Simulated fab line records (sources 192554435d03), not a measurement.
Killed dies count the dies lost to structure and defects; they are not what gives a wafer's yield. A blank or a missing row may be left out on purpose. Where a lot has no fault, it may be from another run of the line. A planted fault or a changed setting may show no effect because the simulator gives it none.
fab line records	flow n5_finfet	part 1 of 2: steps 1 to 4 of 6
record: lots: 21	wafers: 63	last_day: 18
route steps=1938 shown BEOL_M4@1056 BEOL_M5@1113
lots untouched by any fault: they come from a run of this same line in which no faults occurred
start_h: start of the lot's first displayed wafer, in hours after the record's first day	wait_h: time in hours since the lot's previous step	" unchanged from the row above	L1.1+2: several wafers, shown together as one row	- no value, or no start was given	* or withheld: withheld	< > ~ a bound
route shown NAME@n: a module of which the file shows steps, and the number in the route of the first	usual: mean/standard deviation taken from wafers without a fault	same: alike in all rows	chamber/n: place in a boat	sites: per-site readings	_std_site: the values' standard deviation	_edge_site: the outer-site mean with the inner-site mean subtracted	radius_mm: for every site, how far away it sits from the centre of the wafer	mask NAME#n: copy n	behind: the most recent tool/chamber to have shaped the wafer	hold: why the lot went on hold/how many hours it stayed there/how the hold came to an end	device: the n, p or np transistor that did not switch	end of line: tests run on the same wafers once the route is complete	step lacking rows: just its recipe	killed: at the first sort, the dies lost to defects and structure; wafer yield is something else	map: shows each die of a wafer: x if killed, . if not, _ if none is there
set.NAME: the run value of the setting; set.NAME@STEP: its run value at that earlier step	model.NAME: the simulator's own value behind a step, which no gauge read
one table for each step of the route and one row for each wafer, over a sample of lots
services: from which hour (start_h, from the record's first day; less than 0 if before it) a tool's chamber was out of use, for how many hours, and why
== steps ==
step: N5_BEOL_M4_CD_MEAS_28
recipe: target_cd_nm: 26.2	landing_energy_ev: 500	detector: se_inlens	target_cd_y_nm: 24.1	polarity: opening
usual: cd_nm: 26.19/0.24
same: landing_energy_ev: 500
lot.wafer	tool	chamber	start_h	wait_h	cd_nm
L075.2	cd_sem-01	0	158.13	-	26.16
L075.5	"	0	"	"	26.09
L075.6	"	0	"	"	26.10
L079.3	cd_sem-03	0	192.63	-	26.10
L079.4	"	0	"	"	26.04
L079.6	"	0	"	"	25.83
L077.3	cd_sem-02	0	192.95	-	26.07
L077.5	"	0	"	"	26.05
L077.6	"	0	"	"	26.61
L080.3	cd_sem-01	0	193.73	-	26.39
L080.4	"	0	"	"	26.01
L080.5	"	0	"	"	25.85
L078.1	cd_sem-02	0	199.29	-	26.02
L078.2	"	0	"	"	26.04
L078.5	"	0	"	"	25.99
L082.2	cd_sem-03	0	200.79	-	26.00
L082.3	"	0	"	"	26.18
L082.6	"	0	"	"	26.41
L083.2	cd_sem-02	0	205.95	-	26.29
L083.5	"	0	"	"	26.32
L083.6	"	0	"	"	26.07
L081.1	cd_sem-03	0	210.68	-	26.19
L081.5	"	0	"	"	25.84
L081.6	"	0	"	"	26.73
L084.1	cd_sem-02	0	231.14	-	26.19
L084.3	"	0	"	"	26.27
L084.4	"	0	"	"	25.95
L085.1	cd_sem-01	0	236.11	-	26.72
L085.4	"	0	"	"	26.53
L085.6	"	0	"	"	26.17
L086.1	cd_sem-01	0	238.76	-	26.43
L086.3	"	0	"	"	26.18
L086.5	"	0	"	"	26.57
L087.1	cd_sem-01	0	245.94	-	26.01
L087.4	"	0	"	"	26.43
L087.5	"	0	"	"	26.06
L088.1	cd_sem-03	0	254.87	-	25.93
L088.3	"	0	"	"	26.06
L088.4	"	0	"	"	26.16
L089.1	cd_sem-03	0	264.30	-	25.88
L089.4	"	0	"	"	26.26
L089.5	"	0	"	"	25.89
L091.2	cd_sem-03	0	267.53	-	26.33
L091.3	"	0	"	"	26.33
L091.6	"	0	"	"	26.51
L090.1	cd_sem-03	0	267.71	-	26.39
L090.2	"	0	"	"	26.26
L090.5	"	0	"	"	25.94
L093.1	cd_sem-01	0	272.39	-	25.77
L093.3	"	0	"	"	26.10
L093.6	"	0	"	"	26.20
L094.2	cd_sem-02	0	287.05	-	26.40
L094.3	"	0	"	"	25.73
L094.5	"	0	"	"	26.11
L095.1	cd_sem-02	0	287.11	-	25.89
L095.3	"	0	"	"	26.54
L095.4	"	0	"	"	26.44
L097.1	cd_sem-02	0	306.65	-	26.25
L097.3	"	0	"	"	26.49
L097.5	"	0	"	"	26.59
L096.1	cd_sem-02	0	307.53	-	26.08
L096.3	"	0	"	"	25.88
L096.5	"	0	"	"	26.32
step: N5_BEOL_M4_DESCUM_33
recipe: chemistry: O2	time_s: 7	source_power_w: 50	bias_power_w: 20	pressure_mtorr: 20	rf_frequency_hz: 2.712e+07	temp_c: 40	resist: CAR-EUV	o2_flow_sccm: 225
usual: drypump_motor_current_A: 5.8/0.49	oes_product_au: 0.77/0.096	rf_vpp_V: 243.3/1.4	showerhead_plenum_p_Torr: 2.10/0.073	throttle_valve_pct: 20.41/0.17
lot.wafer	tool	chamber	start_h	wait_h	drypump_motor_current_A	oes_product_au	rf_hours_counter_h	rf_vpp_V	showerhead_plenum_p_Torr	throttle_valve_pct
L075.2	rie_diel-04	0	158.74	0.5	6.7	0.68	247	241.7	1.98	20.80
L075.5	"	3	"	"	6.5	0.91	-	244.7	2.14	20.45
L075.6	"	0	"	"	6.7	0.67	-	240.7	1.98	20.82
L079.3	rie_diel-02	2	193.37	0.6	5.2	0.70	234	243.2	2.16	20.83
L079.4	"	3	"	"	5.6	0.73	177	242.4	2.08	20.40
L079.6	"	3	"	"	5.6	0.74	-	243.6	2.08	20.41
L077.3	rie_diel-04	0	193.67	0.6	6.7	0.95	5	244.5	2.24	20.43
L077.5	"	3	"	"	6.4	0.88	-	245.3	2.13	20.49
L077.6	"	0	"	"	6.7	0.94	-	245.4	2.24	20.45
L080.3	rie_diel-02	3	194.56	0.7	5.6	0.73	178	242.8	2.08	20.39
L080.4	"	0	"	"	5.3	0.72	207	242.1	2.00	20.42
L080.5	"	2	"	"	5.2	0.70	-	243.0	2.16	20.84
L078.1	rie_diel-03	3	199.41	0.0	5.7	0.96	5	246.4	2.23	20.25
L078.2	"	2	"	"	5.4	0.79	109	243.3	2.10	20.21
L078.5	"	1	"	"	5.3	0.83	-	245.2	2.12	20.22
L082.2	rie_diel-02	1	200.91	0.0	6.2	0.71	222	244.2	2.14	20.31
L082.3	"	3	"	"	5.6	0.73	180	242.3	2.08	20.40
L082.6	"	1	"	"	6.2	0.71	-	244.6	2.14	20.29
L083.2	rie_diel-04	0	206.08	0.0	6.7	0.93	10	244.7	2.24	20.44
L083.5	"	3	"	"	6.4	0.88	-	244.6	2.13	20.48
L083.6	"	2	"	"	5.6	0.71	-	241.1	1.97	20.58
L081.1	rie_diel-02	3	210.80	0.0	5.6	0.73	184	243.3	2.08	20.41
L081.5	"	0	"	"	5.3	0.71	-	241.0	2.00	20.43
L081.6	"	1	"	"	6.3	0.71	-	242.9	2.14	20.31
L084.1	rie_diel-04	1	231.26	0.0	6.3	0.96	10	244.2	2.06	20.13
L084.3	"	2	"	"	5.6	0.69	248	240.7	1.96	20.59
L084.4	"	0	"	"	6.7	0.91	18	245.2	2.23	20.46
L085.1	rie_diel-02	0	236.23	0.0	5.3	0.70	221	240.3	2.00	20.45
L085.4	"	3	"	"	5.6	0.72	192	243.5	2.08	20.41
L085.6	"	0	"	"	5.3	0.70	-	242.6	2.00	20.46
L086.1	rie_diel-02	3	238.98	0.1	5.6	0.71	193	243.1	2.08	20.43
L086.3	"	1	"	"	6.2	0.70	234	244.1	2.14	20.33
L086.5	"	0	"	"	5.3	0.70	-	241.0	2.00	20.43
L087.1	rie_diel-04	0	246.08	0.0	6.7	0.88	25	246.7	2.23	20.48
L087.4	"	0	"	"	6.7	0.88	-	243.7	2.23	20.46
L087.5	"	3	"	"	6.4	0.85	-	244.6	2.12	20.52
L088.1	rie_diel-02	3	255.00	0.0	5.6	0.71	201	244.1	2.08	20.43
L088.3	"	0	"	"	5.3	0.70	230	241.2	2.00	20.46
L088.4	"	3	"	"	5.6	0.71	-	242.6	2.08	20.44
L089.1	rie_diel-02	0	264.43	0.0	5.3	0.69	234	241.0	1.99	20.48
L089.4	"	3	"	"	5.6	0.71	-	242.1	2.07	20.43
L089.5	"	1	"	"	6.2	0.69	-	243.9	2.13	20.34
L091.2	rie_diel-04	1	267.65	0.0	6.3	0.91	25	242.1	2.06	20.16
L091.3	"	2	"	"	5.6	0.97	5	246.3	2.22	20.16
L091.6	"	1	"	"	6.3	0.92	-	241.9	2.06	20.17
L090.1	rie_diel-02	0	267.84	0.0	5.3	0.70	235	241.3	1.99	20.47
L090.2	"	3	"	"	5.6	0.72	207	243.3	2.07	20.44
L090.5	"	1	"	"	6.2	0.69	-	244.9	2.13	20.32
L093.1	rie_diel-02	0	272.51	0.0	5.3	0.70	238	240.8	1.99	20.47
L093.3	"	1	"	"	6.2	0.69	251	243.4	2.13	20.35
L093.6	"	1	"	"	6.2	0.69	-	243.5	2.13	20.33
L094.2	rie_diel-03	0	287.17	0.0	5.6	0.70	227	240.6	2.05	20.29
L094.3	"	3	"	"	5.7	0.89	35	246.2	2.22	20.30
L094.5	"	1	"	"	5.3	0.80	-	243.6	2.11	20.27
L095.1	rie_diel-03	2	287.63	0.4	5.4	0.76	139	242.9	2.09	20.26
L095.3	"	1	"	"	5.3	0.79	111	243.4	2.11	20.26
L095.4	"	3	"	"	5.7	0.90	35	244.6	2.22	20.31
L097.1	rie_diel-02	3	306.95	0.2	5.6	0.69	225	241.1	2.07	20.46
L097.3	"	2	"	"	5.2	0.95	15	244.4	2.15	20.54
L097.5	"	2	"	"	5.2	0.94	-	243.8	2.15	20.53
L096.1	rie_diel-02	1	307.73	0.1	6.3	0.95	8	244.8	2.13	19.97
L096.3	"	2	"	"	5.2	0.94	16	243.8	2.15	20.53
L096.5	"	3	"	"	5.6	0.70	-	242.2	2.07	20.45
step: N5_BEOL_M4_ETCH_70
recipe: chemistry: N2/H2	target: SOC	target_depth_a: 800	overetch_a: 240	mask_material: SiARC	temp_c: 40	time_s: 130	ion_energy_ev: 200	pressure_mtorr: 30	source_w: 840	bias_w: 150	n2_flow_sccm: 200	h2_flow_sccm: 200
usual: drypump_motor_current_A: 5.8/0.46	h2_flow_sccm: 200.0/0.62	oes_product_au: 0.58/0.073	rf_vpp_V: 524.4/2.5	showerhead_plenum_p_Torr: 2.56/0.094	throttle_valve_pct: 17.78/0.24
lot.wafer	tool	chamber	start_h	wait_h	drypump_motor_current_A	h2_flow_sccm	oes_product_au	rf_hours_counter_h	rf_vpp_V	showerhead_plenum_p_Torr	throttle_valve_pct
L075.2	rie_diel-04	1	162.86	0.0	6.3	200.6	0.49	247	522.6	2.50	17.71
L075.5	"	3	"	"	6.4	200.4	0.66	-	524.4	2.59	17.74
L075.6	"	2	"	"	5.6	199.6	0.53	-	522.2	2.42	17.95
L077.3	rie_diel-03	1	199.61	0.0	5.3	199.8	0.61	82	524.3	2.58	17.55
L077.5	"	3	"	"	5.7	199.9	0.71	-	528.0	2.70	17.56
L077.6	"	0	"	"	5.6	200.8	0.53	-	521.9	2.53	17.94
L080.3	rie_diel-02	3	200.00	0.0	5.6	200.8	0.54	180	522.3	2.53	17.83
L080.4	"	2	"	"	5.2	200.3	0.52	236	524.6	2.64	18.34
L080.5	"	0	"	"	5.3	198.9	0.52	-	519.5	2.40	17.57
L079.3	rie_diel-04	3	200.08	0.0	6.4	200.2	0.64	46	525.4	2.58	17.76
L079.4	"	3	"	"	6.4	200.1	0.64	-	524.5	2.58	17.77
L079.6	"	0	"	"	6.7	199.3	0.68	-	529.7	2.73	17.80
L078.1	rie_diel-02	2	204.39	0.0	5.2	199.6	0.51	237	526.3	2.64	18.37
L078.2	"	0	"	"	5.3	199.5	0.52	211	520.7	2.40	17.57
L078.5	"	3	"	"	5.6	199.5	0.53	-	524.7	2.53	17.81
L082.2	rie_diel-02	0	206.13	0.0	5.3	201.0	0.52	212	521.0	2.39	17.57
L082.3	"	2	"	"	5.2	200.6	0.52	238	525.3	2.64	18.35
L082.6	"	3	"	"	5.6	200.1	0.54	-	524.8	2.53	17.82
L083.2	rie_diel-02	2	208.96	0.0	5.3	200.0	0.51	239	526.6	2.63	18.35
L083.5	"	0	"	"	5.3	198.7	0.52	-	520.8	2.39	17.58
L083.6	"	3	"	"	5.6	199.9	0.54	-	524.1	2.53	17.83
L081.1	rie_diel-02	0	216.12	0.0	5.3	201.0	0.52	215	520.0	2.39	17.57
L081.5	"	2	"	"	5.2	200.1	0.51	-	525.7	2.63	18.35
L081.6	"	3	"	"	5.6	199.9	0.53	-	523.1	2.53	17.82
L084.1	rie_diel-02	1	234.56	0.0	6.2	200.1	0.52	232	526.8	2.62	17.90
L084.3	"	2	"	"	5.3	199.4	0.51	247	525.5	2.63	18.38
L084.4	"	3	"	"	5.7	201.1	0.53	192	522.1	2.52	17.83
L085.1	rie_diel-04	0	236.97	0.0	6.7	199.7	0.66	20	528.1	2.72	17.82
L085.4	"	0	"	"	6.7	199.7	0.66	-	527.6	2.72	17.84
L085.6	"	1	"	"	6.3	199.7	0.69	-	520.7	2.49	17.36
L086.1	rie_diel-03	3	244.69	0.0	5.7	199.8	0.68	20	529.7	2.69	17.59
L086.3	"	0	"	"	5.6	199.4	0.52	214	522.8	2.53	17.93
L086.5	"	3	"	"	5.7	200.5	0.68	-	527.9	2.69	17.59
L087.1	rie_diel-04	2	253.57	0.0	5.7	199.7	0.74	0	528.6	2.72	17.54
L087.4	"	1	"	"	6.3	200.1	0.67	20	521.9	2.49	17.38
L087.5	"	1	"	"	6.3	200.0	0.68	-	521.3	2.49	17.39
L088.1	rie_diel-03	0	256.69	0.0	5.6	200.8	0.52	218	522.5	2.53	17.95
L088.3	"	1	"	"	5.3	200.0	0.59	100	525.7	2.57	17.56
L088.4	"	3	"	"	5.7	198.8	0.67	24	526.9	2.69	17.57
L089.1	rie_diel-03	3	271.10	0.0	5.7	200.1	0.65	29	529.3	2.69	17.60
L089.4	"	0	"	"	5.6	199.5	0.53	221	524.1	2.53	17.97
L089.5	"	3	"	"	5.7	200.6	0.67	-	527.2	2.69	17.60
L091.2	rie_diel-03	0	272.56	0.0	5.7	200.9	0.52	222	521.3	2.53	17.96
L091.3	"	1	"	"	5.3	200.2	0.58	105	524.3	2.57	17.57
L091.6	"	0	"	"	5.6	200.3	0.53	-	524.3	2.53	17.96
L090.1	rie_diel-04	3	272.80	0.0	6.4	199.5	0.61	73	525.2	2.57	17.82
L090.2	"	0	"	"	6.7	200.6	0.63	34	529.0	2.72	17.85
L090.5	"	1	"	"	6.3	201.1	0.65	-	522.4	2.48	17.41
L093.1	rie_diel-02	2	280.06	0.0	5.2	199.4	0.72	3	526.2	2.63	17.97
L093.3	"	3	"	"	5.6	199.3	0.52	213	522.4	2.51	17.88
L093.6	"	2	"	"	5.2	199.5	0.73	-	527.7	2.63	17.97
L094.2	rie_diel-03	2	293.84	0.0	5.4	200.2	0.56	140	525.3	2.53	17.58
L094.3	"	1	"	"	5.3	201.0	0.59	112	525.0	2.57	17.59
L094.5	"	1	"	"	5.3	200.5	0.59	-	523.3	2.57	17.60
L095.1	rie_diel-02	3	301.35	0.0	5.6	199.5	0.51	222	523.6	2.51	17.91
L095.3	"	2	"	"	5.2	199.4	0.70	13	525.8	2.62	17.98
L095.4	"	3	"	"	5.6	199.8	0.51	-	521.9	2.51	17.89
L096.1	rie_diel-02	1	309.32	0.0	6.3	200.2	0.69	9	526.9	2.61	17.52
L096.3	"	2	"	"	5.3	199.0	0.69	17	525.5	2.62	18.00
L096.5	"	3	"	"	5.6	199.5	0.51	-	523.0	2.51	17.90
L097.1	rie_diel-02	3	309.81	0.0	5.6	200.6	0.51	227	524.1	2.51	17.89
L097.3	"	2	"	"	5.2	200.2	0.69	17	526.6	2.62	17.98
L097.5	"	2	"	"	5.2	200.1	0.69	-	525.0	2.62	17.99
step: N5_BEOL_M4_VIA_ETCH_34
recipe: chemistry: C4F6/O2	target_depth_a: 694	mask_material: SOC	pressure_mtorr: 15	ion_energy_ev: 250	taper_deg: 4	time_s: 65.9	source_w: 350	bias_w: 170	Ar_flow_sccm: 300	C4F6_flow_sccm: 10	O2_flow_sccm: 10
usual: O2_flow_sccm: 10.002/0.029	drypump_motor_current_A: 5.8/0.46	oes_product_au: 0.79/0.1	rf_vpp_V: 671/14	showerhead_plenum_p_Torr: 2.86/0.1	throttle_valve_pct: 30.72/0.24
lot.wafer	tool	chamber	start_h	wait_h	O2_flow_sccm	drypump_motor_current_A	oes_product_au	rf_hours_counter_h	rf_vpp_V	showerhead_plenum_p_Torr	throttle_valve_pct
L075.2	rie_diel-04	1	162.97	0.0	9.964	6.3	0.68	247	646	2.79	30.40
L075.5	"	3	"	"	9.965	6.4	0.90	-	687	2.92	31.06
L075.6	"	2	"	"	9.993	5.6	0.71	-	670	2.68	30.74
L077.3	rie_diel-03	1	199.71	0.0	10.002	5.3	0.83	82	664	2.85	30.30
L077.5	"	3	"	"	10.017	5.7	0.96	-	643	3.03	30.63
L077.6	"	0	"	"	10.045	5.6	0.73	-	672	2.81	30.59
L080.3	rie_diel-02	3	200.11	0.0	9.987	5.6	0.74	180	673	2.85	30.89
L080.4	"	2	"	"	10.053	5.2	0.69	236	666	2.92	31.06
L080.5	"	0	"	"	9.988	5.3	0.71	-	669	2.68	30.37
L079.3	rie_diel-04	3	200.19	0.0	9.985	6.4	0.87	46	688	2.91	31.05
L079.4	"	3	"	"	9.978	6.4	0.87	-	687	2.91	31.06
L079.6	"	0	"	"	9.993	6.7	0.92	-	692	3.02	30.76
L078.1	rie_diel-02	2	204.50	0.0	10.074	5.2	0.71	237	664	2.92	31.08
L078.2	"	0	"	"	10.035	5.3	0.71	211	670	2.68	30.37
L078.5	"	3	"	"	9.964	5.6	0.74	-	672	2.85	30.91
L082.2	rie_diel-02	0	206.24	0.0	10.005	5.3	0.70	212	668	2.68	30.37
L082.3	"	2	"	"	9.991	5.2	0.70	238	665	2.92	31.08
L082.6	"	3	"	"	10.021	5.7	0.73	-	672	2.85	30.92
L083.2	rie_diel-02	2	209.07	0.0	10.009	5.2	0.70	239	666	2.92	31.07
L083.5	"	0	"	"	9.996	5.3	0.71	-	670	2.68	30.37
L083.6	"	3	"	"	9.941	5.6	0.74	-	672	2.85	30.92
L081.1	rie_diel-02	0	216.22	0.0	9.969	5.3	0.70	215	670	2.68	30.38
L081.5	"	2	"	"	9.996	5.2	0.69	-	664	2.92	31.07
L081.6	"	3	"	"	10.017	5.7	0.73	-	672	2.85	30.93
L084.1	rie_diel-02	1	234.67	0.0	10.003	6.2	0.69	232	690	2.94	30.85
L084.3	"	2	"	"	9.942	5.2	0.69	247	664	2.92	31.09
L084.4	"	3	"	"	10.013	5.7	0.73	192	671	2.85	30.93
L085.1	rie_diel-04	0	237.08	0.0	9.981	6.7	0.89	20	692	3.02	30.78
L085.4	"	0	"	"	9.992	6.7	0.90	-	693	3.02	30.78
L085.6	"	1	"	"	9.996	6.3	0.96	-	646	2.78	30.40
L086.1	rie_diel-03	3	244.80	0.0	9.987	5.7	0.91	20	643	3.03	30.65
L086.3	"	0	"	"	9.970	5.6	0.71	214	671	2.80	30.60
L086.5	"	3	"	"	10.034	5.7	0.91	-	641	3.03	30.65
L087.1	rie_diel-04	2	253.68	0.0	10.058	5.6	0.99	0	680	3.01	30.40
L087.4	"	1	"	"	10.069	6.3	0.94	20	647	2.78	30.41
L087.5	"	1	"	"	9.965	6.3	0.93	-	646	2.78	30.41
L088.1	rie_diel-03	0	256.79	0.0	9.987	5.6	0.72	218	671	2.80	30.60
L088.3	"	1	"	"	10.049	5.3	0.79	100	665	2.84	30.34
L088.4	"	3	"	"	10.018	5.7	0.92	24	642	3.02	30.64
L089.1	rie_diel-03	3	271.21	0.0	10.031	5.7	0.90	29	643	3.02	30.66
L089.4	"	0	"	"	9.947	5.6	0.71	221	671	2.80	30.60
L089.5	"	3	"	"	10.036	5.7	0.91	-	641	3.02	30.65
L091.2	rie_diel-03	0	272.67	0.0	10.014	5.6	0.71	222	672	2.80	30.60
L091.3	"	1	"	"	10.008	5.3	0.80	105	665	2.84	30.33
L091.6	"	0	"	"	9.995	5.6	0.72	-	671	2.80	30.61
L090.1	rie_diel-04	3	272.91	0.0	10.024	6.4	0.83	73	687	2.90	31.08
L090.2	"	0	"	"	10.029	6.7	0.87	34	693	3.01	30.82
L090.5	"	1	"	"	10.009	6.3	0.93	-	646	2.77	30.41
L093.1	rie_diel-02	2	280.16	0.0	10.026	5.2	0.99	3	664	2.92	30.91
L093.3	"	3	"	"	9.990	5.6	0.70	213	672	2.84	30.94
L093.6	"	2	"	"	9.998	5.2	0.99	-	664	2.92	30.90
L094.2	rie_diel-03	2	293.95	0.0	10.024	5.4	0.75	140	680	2.84	30.57
L094.3	"	1	"	"	9.990	5.3	0.78	112	665	2.84	30.32
L094.5	"	1	"	"	10.036	5.3	0.78	-	666	2.84	30.32
L095.1	rie_diel-02	3	301.46	0.0	10.011	5.6	0.71	223	671	2.83	30.94
L095.3	"	2	"	"	9.974	5.2	0.95	13	665	2.91	30.92
L095.4	"	3	"	"	9.976	5.7	0.69	-	670	2.83	30.96
L096.1	rie_diel-02	1	309.42	0.0	10.038	6.3	0.93	9	689	2.92	30.61
L096.3	"	2	"	"	10.031	5.3	0.94	17	663	2.91	30.93
L096.5	"	3	"	"	10.036	5.6	0.69	-	672	2.83	30.94
L097.1	rie_diel-02	3	309.92	0.0	9.997	5.6	0.71	227	671	2.83	30.96
L097.3	"	2	"	"	10.016	5.2	0.94	17	665	2.91	30.94
L097.5	"	2	"	"	9.958	5.3	0.95	-	663	2.91	30.93
